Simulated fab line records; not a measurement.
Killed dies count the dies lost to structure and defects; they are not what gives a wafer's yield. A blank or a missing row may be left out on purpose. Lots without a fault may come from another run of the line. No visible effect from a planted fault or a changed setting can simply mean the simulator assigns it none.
What tool caused it? :: flow nand_harc :: 11 lots with 33 wafers sampled at 5 steps, on a route of 1159 steps

## WHAT THE GAUGES SHOWED, per wafer
NHARC_A_M1_CD_MEAS_09: target cd 120 nm.
lot: L588
measured: day 18 01:04
on: cd_sem-02
cd_nm (nm): 120.2 120.2 120.2

lot: L590
measured: day 19 08:11
on: cd_sem-02
cd_nm (nm): 120.4 120.5 120.6

lot: L592
measured: day 19 19:17
on: cd_sem-03
cd_nm (nm): 120.2 119.5 119.8

lot: L594
measured: day 20 10:32
on: cd_sem-01
cd_nm (nm): 120.3 120.1 120.5

lot: L595
measured: day 20 11:01
on: cd_sem-02
cd_nm (nm): 120.3 119.8 119.5

lot: L596
measured: day 20 19:21
on: cd_sem-03
cd_nm (nm): 119.5 120.0 119.6

lot: L601
measured: day 21 17:47
on: cd_sem-01
cd_nm (nm): 119.2 119.4 119.5

lot: L603
measured: day 22 05:13
on: cd_sem-02
cd_nm (nm): 119.9 119.9 120.1

lot: L604
measured: day 22 05:31
on: cd_sem-02
cd_nm (nm): 119.6 120.1 119.9

lot: L607
measured: day 22 15:29
on: cd_sem-01
cd_nm (nm): 119.8 119.5 119.6

lot: L606
measured: day 23 02:38
on: cd_sem-01
cd_nm (nm): 120.3 119.5 119.8

NHARC_A_M1_CD_MEAS_16.
lot: L588
measured: day 18 01:34
on: cd_sem-01
cd_nm (nm): 120.3 119.8 119.7

lot: L590
measured: day 19 08:40
on: cd_sem-01
cd_nm (nm): 120.4 120.5 120.4

lot: L592
measured: day 19 19:47
on: cd_sem-03
cd_nm (nm): 119.6 119.4 119.6

lot: L594
measured: day 20 11:04
on: cd_sem-03
cd_nm (nm): 119.4 120.3 120.1

lot: L595
measured: day 20 11:39
on: cd_sem-01
cd_nm (nm): 118.9 119.6 119.3

lot: L596
measured: day 20 19:52
on: cd_sem-01
cd_nm (nm): 119.4 119.4 119.3

lot: L601
measured: day 21 18:17
on: cd_sem-03
cd_nm (nm): 118.8 119.0 119.5

lot: L603
measured: day 22 05:43
on: cd_sem-03
cd_nm (nm): 119.3 120.6 119.8

lot: L604
measured: day 22 06:02
on: cd_sem-01
cd_nm (nm): 119.5 120.1 119.2

lot: L607
measured: day 22 15:59
on: cd_sem-03
cd_nm (nm): 119.1 119.4 119.6

lot: L606
measured: day 23 03:07
on: cd_sem-02
cd_nm (nm): 120.0 119.9 120.3

NHARC_END_SORT_01.
lot: L588
measured: day 20 22:04
on: prober-02
defect_limited_yield (%): 96.2 92.0 95.3
killed_at_array: 23 49 31
killed_at_other: 0 0 0
killed_at_periphery: 3 5 1
killed_dies: 26 54 32
killed_open: 2 6 3
killed_short: 2 2 2
sort_bin_2_pct (%): 1.3 3.1 1.5
sort_bin_3_pct (%): 0 0.15 0.44
sort_bin_4_pct (%): 2.5 4.7 2.8
sort_n_pass: 651 623 645
sort_rim_yield_pct (%): 95.3 92.5 95.3
sort_yield_pct (%): 96.2 92.0 95.3

lot: L590
measured: day 21 05:14
on: prober-01
defect_limited_yield (%): 95.0 94.2 95.6
killed_at_array: 29 34 28
killed_at_other: 2 1 0
killed_at_periphery: 3 4 2
killed_dies: 34 39 30
killed_open: 1 4 5
killed_short: 4 2 0
sort_bin_2_pct (%): 0.9 1.6 1.2
sort_bin_3_pct (%): 0.44 0 0.44
sort_bin_4_pct (%): 3.7 4.1 2.8
sort_n_pass: 643 638 647
sort_rim_yield_pct (%): 94.3 92.5 97.2
sort_yield_pct (%): 95.0 94.2 95.6

lot: L592
measured: day 21 22:28
on: prober-01
defect_limited_yield (%): 0 0 0
killed_at_array: 673 671 672
killed_at_other: 1 0 0
killed_at_periphery: 3 6 5
killed_dies: 677 677 677
killed_open: 1 2 3
killed_short: 0 3 2
sort_bin_2_pct (%): 97.5 97.5 96.8
sort_bin_3_pct (%): 0 0.44 0.44
sort_bin_4_pct (%): 2.5 2.1 2.8
sort_n_pass: 0 0 0
sort_rim_yield_pct (%): 0 0 0
sort_yield_pct (%): 0 0 0

lot: L594
measured: day 22 05:19
on: prober-02
defect_limited_yield (%): 0 0 0
killed_at_array: 676 674 673
killed_at_other: 0 0 0
killed_at_periphery: 1 3 4
killed_dies: 677 677 677
killed_open: 3 3 2
killed_short: 2 2 2
sort_bin_2_pct (%): 96.3 97.0 96.8
sort_bin_3_pct (%): 0.59 0.15 0.15
sort_bin_4_pct (%): 3.1 2.8 3.1
sort_n_pass: 0 0 0
sort_rim_yield_pct (%): 0 0 0
sort_yield_pct (%): 0 0 0

lot: L595
measured: day 22 04:41
on: prober-01
defect_limited_yield (%): 0 0 0
killed_at_array: 671 671 671
killed_at_other: 1 1 0
killed_at_periphery: 5 5 6
killed_dies: 677 677 677
killed_open: 2 6 2
killed_short: 6 0 6
sort_bin_2_pct (%): 95.3 97.2 96.5
sort_bin_3_pct (%): 0.30 0.30 0.30
sort_bin_4_pct (%): 4.4 2.5 3.2
sort_n_pass: 0 0 0
sort_rim_yield_pct (%): 0 0 0
sort_yield_pct (%): 0 0 0

lot: L596
measured: day 22 13:20
on: prober-01
defect_limited_yield (%): 96.5 95.9 93.9
killed_at_array: 20 21 32
killed_at_other: 1 0 2
killed_at_periphery: 3 7 7
killed_dies: 24 28 41
killed_open: 2 2 2
killed_short: 4 4 2
sort_bin_2_pct (%): 1.3 1.6 2.5
sort_bin_3_pct (%): 0 0.15 0.44
sort_bin_4_pct (%): 2.2 2.4 3.1
sort_n_pass: 653 649 636
sort_rim_yield_pct (%): 94.3 95.3 99.1
sort_yield_pct (%): 96.5 95.9 93.9

lot: L601
measured: day 23 03:58
on: prober-02
defect_limited_yield (%): 92.9 94.7 91.6
killed_at_array: 42 30 52
killed_at_other: 3 1 1
killed_at_periphery: 3 5 4
killed_dies: 48 36 57
killed_open: 1 3 8
killed_short: 1 0 2
sort_bin_2_pct (%): 2.1 2.7 2.5
sort_bin_3_pct (%): 0.44 0 0.44
sort_bin_4_pct (%): 4.6 2.7 5.5
sort_n_pass: 629 641 620
sort_rim_yield_pct (%): 88.7 90.6 91.5
sort_yield_pct (%): 92.9 94.7 91.6

lot: L603
measured: day 23 19:44
on: prober-02
defect_limited_yield (%): 92.0 92.8 92.0
killed_at_array: 46 38 44
killed_at_other: 2 4 4
killed_at_periphery: 6 7 6
killed_dies: 54 49 54
killed_open: 4 2 5
killed_short: 5 4 1
sort_bin_2_pct (%): 2.7 1.8 2.8
sort_bin_3_pct (%): 0.30 0.59 0.44
sort_bin_4_pct (%): 5.0 4.9 4.7
sort_n_pass: 623 628 623
sort_rim_yield_pct (%): 91.5 90.6 91.5
sort_yield_pct (%): 92.0 92.8 92.0

lot: L604
measured: day 23 19:52
on: prober-01
defect_limited_yield (%): 93.2 94.8 94.2
killed_at_array: 41 33 36
killed_at_other: 2 1 2
killed_at_periphery: 3 1 1
killed_dies: 46 35 39
killed_open: 2 1 0
killed_short: 2 2 2
sort_bin_2_pct (%): 1.9 1.9 2.1
sort_bin_3_pct (%): 0.89 0 0.30
sort_bin_4_pct (%): 4.0 3.2 3.4
sort_n_pass: 631 642 638
sort_rim_yield_pct (%): 96.2 98.1 96.2
sort_yield_pct (%): 93.2 94.8 94.2

lot: L607
measured: day 24 04:13
on: prober-02
defect_limited_yield (%): 96.3 94.5 95.6
killed_at_array: 22 33 28
killed_at_other: 0 0 0
killed_at_periphery: 3 4 2
killed_dies: 25 37 30
killed_open: 4 4 2
killed_short: 3 4 4
sort_bin_2_pct (%): 1.6 1.9 1.3
sort_bin_3_pct (%): 0.30 0.15 0.44
sort_bin_4_pct (%): 1.8 3.4 2.7
sort_n_pass: 652 640 647
sort_rim_yield_pct (%): 92.5 97.2 91.5
sort_yield_pct (%): 96.3 94.5 95.6

lot: L606
measured: day 24 18:07
on: prober-01
defect_limited_yield (%): 95.1 96.9 95.7
killed_at_array: 31 17 26
killed_at_other: 0 0 0
killed_at_periphery: 2 4 3
killed_dies: 33 21 29
killed_open: 4 4 8
killed_short: 3 2 0
sort_bin_2_pct (%): 1.2 1.5 1.0
sort_bin_3_pct (%): 0.44 0.15 0.59
sort_bin_4_pct (%): 3.2 1.5 2.7
sort_n_pass: 644 656 648
sort_rim_yield_pct (%): 99.1 98.1 94.3
sort_yield_pct (%): 95.1 96.9 95.7

## EACH LOT AND THE TOOL THAT RAN IT (in order: tool; ch and the chambers of the sampled wafers; start)
lot: L588
NHARC_A_M1_ETCH_15: rie_diel-08 ch 0,1, day 18 01:34 or earlier
NHARC_A_M1_ETCH_28: rie_diel-04 ch 0,1,3, day 18 01:53

lot: L590
NHARC_A_M1_ETCH_15: rie_diel-08 ch 0,1,3, day 19 08:40 or earlier
NHARC_A_M1_ETCH_28: rie_diel-12 ch 0,3, day 19 09:00

lot: L592
NHARC_A_M1_ETCH_15: rie_diel-04 ch 0,2, day 19 19:47 or earlier
NHARC_A_M1_ETCH_28: rie_diel-12 ch 0,1,3, day 19 20:06

lot: L594
NHARC_A_M1_ETCH_15: rie_diel-08 ch 2,3, day 20 11:04 or earlier
NHARC_A_M1_ETCH_28: rie_diel-12 ch 0,1,2, day 20 11:23

lot: L595
NHARC_A_M1_ETCH_15: rie_diel-08 ch 2,3, day 20 11:39 or earlier
NHARC_A_M1_ETCH_28: rie_diel-12 ch 1,2,3, day 20 11:58

lot: L596
NHARC_A_M1_ETCH_15: rie_diel-04 ch 0,2,3, day 20 19:52 or earlier
NHARC_A_M1_ETCH_28: rie_diel-12 ch 0,2,3, day 20 20:10

lot: L601
NHARC_A_M1_ETCH_15: rie_diel-12 ch 2,3, day 21 18:17 or earlier
NHARC_A_M1_ETCH_28: rie_diel-04 ch 0,2,3, day 21 18:37

lot: L603
NHARC_A_M1_ETCH_15: rie_diel-08 ch 1,2,3, day 22 05:43 or earlier
NHARC_A_M1_ETCH_28: rie_diel-12 ch 1,2,3, day 22 06:02

lot: L604
NHARC_A_M1_ETCH_15: rie_diel-04 ch 0,1,3, day 22 06:02 or earlier
NHARC_A_M1_ETCH_28: rie_diel-08 ch 0,1,3, day 22 06:21

lot: L607
NHARC_A_M1_ETCH_15: rie_diel-12 ch 0,1,2, day 22 15:59 or earlier
NHARC_A_M1_ETCH_28: rie_diel-12 ch 0,2,3, day 22 16:18

lot: L606
NHARC_A_M1_ETCH_15: rie_diel-04 ch 1,2, day 23 03:07 or earlier
NHARC_A_M1_ETCH_28: rie_diel-12 ch 1,2,3, day 23 03:26
- NHARC_A_M1_ETCH_15: etches the open film in C4F8/Ar, target depth 182.5 nm, time 91.2 s.
- NHARC_A_M1_ETCH_28: etches the open film in CF4/N2, target depth 30 nm, time 72.99 s.

## WHAT THE TOOLS THEMSELVES READ (means of the sampled wafers that have a number; where no wafer has one, the mark that the record gives instead)
NHARC_A_M1_ETCH_15.
lot: L588
tool: rie_diel-08
bias_w (W): 299.4
chamber_pressure_mTorr (mTorr): 24.989
oes_product_au (a.u.): 0.923
rf_vpp_V (V): 444.2

lot: L590
tool: rie_diel-08
bias_w (W): 299.9
chamber_pressure_mTorr (mTorr): 25.021
oes_product_au (a.u.): 0.916
rf_vpp_V (V): 443.3

lot: L592
tool: rie_diel-04
bias_w (W): 300.0
chamber_pressure_mTorr (mTorr): 25.013
oes_product_au (a.u.): 0.932
rf_vpp_V (V): 439.5

lot: L594
tool: rie_diel-08
bias_w (W): 300.1
chamber_pressure_mTorr (mTorr): 25.007
oes_product_au (a.u.): 0.931
rf_vpp_V (V): 441.4

lot: L595
tool: rie_diel-08
bias_w (W): 300.6
chamber_pressure_mTorr (mTorr): 25.002
oes_product_au (a.u.): 0.953
rf_vpp_V (V): 441.5

lot: L596
tool: rie_diel-04
bias_w (W): 299.7
chamber_pressure_mTorr (mTorr): 25.004
oes_product_au (a.u.): 0.962
rf_vpp_V (V): 439.1

lot: L601
tool: rie_diel-12
bias_w (W): 298.7
chamber_pressure_mTorr (mTorr): 25.012
oes_product_au (a.u.): 0.981
rf_vpp_V (V): 441.8

lot: L603
tool: rie_diel-08
bias_w (W): 300.3
chamber_pressure_mTorr (mTorr): 24.992
oes_product_au (a.u.): 0.970
rf_vpp_V (V): 441.7

lot: L604
tool: rie_diel-04
bias_w (W): 299.3
chamber_pressure_mTorr (mTorr): 24.991
oes_product_au (a.u.): 0.974
rf_vpp_V (V): 439.3

lot: L607
tool: rie_diel-12
bias_w (W): 300.5
chamber_pressure_mTorr (mTorr): 24.995
oes_product_au (a.u.): 0.935
rf_vpp_V (V): 440.8

lot: L606
tool: rie_diel-04
bias_w (W): 300.4
chamber_pressure_mTorr (mTorr): 24.981
oes_product_au (a.u.): 0.964
rf_vpp_V (V): 438.5

NHARC_A_M1_ETCH_28.
lot: L588
tool: rie_diel-04
bias_w (W): 100.2
cf4_flow_sccm (sccm): 50.06
drypump_motor_current_A (A): 5.9
n2_flow_sccm (sccm): 100.0
oes_product_au (a.u.): 1.003
rf_vpp_V (V): 312.7
showerhead_plenum_p_Torr (Torr): 2.55
throttle_valve_pct (%): 19.804

lot: L590
tool: rie_diel-12
bias_w (W): 99.8
cf4_flow_sccm (sccm): 50.25
drypump_motor_current_A (A): 5.9
n2_flow_sccm (sccm): 100.0
oes_product_au (a.u.): 0.996
rf_vpp_V (V): 314.3
showerhead_plenum_p_Torr (Torr): 2.60
throttle_valve_pct (%): 19.778

lot: L592
tool: rie_diel-12
bias_w (W): -
cf4_flow_sccm (sccm): -
drypump_motor_current_A (A): -
n2_flow_sccm (sccm): -
oes_product_au (a.u.): -
rf_vpp_V (V): -
showerhead_plenum_p_Torr (Torr): -
throttle_valve_pct (%): -

lot: L594
tool: rie_diel-12
bias_w (W): -
cf4_flow_sccm (sccm): -
drypump_motor_current_A (A): -
n2_flow_sccm (sccm): -
oes_product_au (a.u.): -
rf_vpp_V (V): -
showerhead_plenum_p_Torr (Torr): -
throttle_valve_pct (%): -

lot: L595
tool: rie_diel-12
bias_w (W): -
cf4_flow_sccm (sccm): -
drypump_motor_current_A (A): -
n2_flow_sccm (sccm): -
oes_product_au (a.u.): -
rf_vpp_V (V): -
showerhead_plenum_p_Torr (Torr): -
throttle_valve_pct (%): -

lot: L596
tool: rie_diel-12
bias_w (W): 100.0
cf4_flow_sccm (sccm): 50.00
drypump_motor_current_A (A): 6.0
n2_flow_sccm (sccm): 99.9
oes_product_au (a.u.): 1.009
rf_vpp_V (V): 314.1
showerhead_plenum_p_Torr (Torr): 2.68
throttle_valve_pct (%): 19.784

lot: L601
tool: rie_diel-04
bias_w (W): 99.8
cf4_flow_sccm (sccm): 50.12
drypump_motor_current_A (A): 5.5
n2_flow_sccm (sccm): 100.4
oes_product_au (a.u.): 0.997
rf_vpp_V (V): 313.2
showerhead_plenum_p_Torr (Torr): 2.56
throttle_valve_pct (%): 19.794

lot: L603
tool: rie_diel-12
bias_w (W): 100.0
cf4_flow_sccm (sccm): 49.93
drypump_motor_current_A (A): 5.8
n2_flow_sccm (sccm): 99.8
oes_product_au (a.u.): 1.001
rf_vpp_V (V): 315.0
showerhead_plenum_p_Torr (Torr): 2.64
throttle_valve_pct (%): 19.789

lot: L604
tool: rie_diel-08
bias_w (W): 99.7
cf4_flow_sccm (sccm): 49.85
drypump_motor_current_A (A): 5.5
n2_flow_sccm (sccm): 99.8
oes_product_au (a.u.): 0.992
rf_vpp_V (V): 316.5
showerhead_plenum_p_Torr (Torr): 2.71
throttle_valve_pct (%): 19.798

lot: L607
tool: rie_diel-12
bias_w (W): 100.1
cf4_flow_sccm (sccm): 50.09
drypump_motor_current_A (A): 6.0
n2_flow_sccm (sccm): 100.2
oes_product_au (a.u.): 1.002
rf_vpp_V (V): 314.4
showerhead_plenum_p_Torr (Torr): 2.68
throttle_valve_pct (%): 19.803

lot: L606
tool: rie_diel-12
bias_w (W): 99.9
cf4_flow_sccm (sccm): 49.96
drypump_motor_current_A (A): 5.8
n2_flow_sccm (sccm): 100.0
oes_product_au (a.u.): 0.997
rf_vpp_V (V): 314.6
showerhead_plenum_p_Torr (Torr): 2.64
throttle_valve_pct (%): 19.789

## THE ANSWER, worked out from the rows above alone
Rule: what is usual is taken from the lots themselves. The widest of any qualifying gaps counts: lots, ordered by their means at a reading, are off when they make up no more than a third of the lots, leave a main group of 4 or more, and stand apart from it by 3 or more times the standard deviation of that group's means. A main group whose means are all the same, to the digits that the tables above print for the reading, isn't used. Also off: a lot with no number at a reading for which 4 or more lots have one. All remaining lots with rows at the step are treated as sound. After the gauges, taken in route order, come the tools' own readings; for these a lot's mean is taken, as printed above. At the first step where some lot is off, the reading lying furthest off is the one used; lots without a number count as furthest.
Off: L592, L594, L595 (NHARC_END_SORT_01, sort_bin_2_pct). Main group: mean 1.8 %, sd 0.44.
A tool fits if, at a process step before that reading, it ran every lot that is off, and no sound lot after the first of them. The gauges at NHARC_END_SORT_01 aren't tried: what is off there is off at NHARC_A_M1_ETCH_28 too, on other tools, and a gauge's error can't cause that. Because NHARC_A_M1_ETCH_15 lacks a start for some lots, the hours and order of its lots are taken from NHARC_A_M1_CD_MEAS_16. No candidate that was tried fits.

## WHAT HAD BEEN PUT IN BY THE SIMULATOR
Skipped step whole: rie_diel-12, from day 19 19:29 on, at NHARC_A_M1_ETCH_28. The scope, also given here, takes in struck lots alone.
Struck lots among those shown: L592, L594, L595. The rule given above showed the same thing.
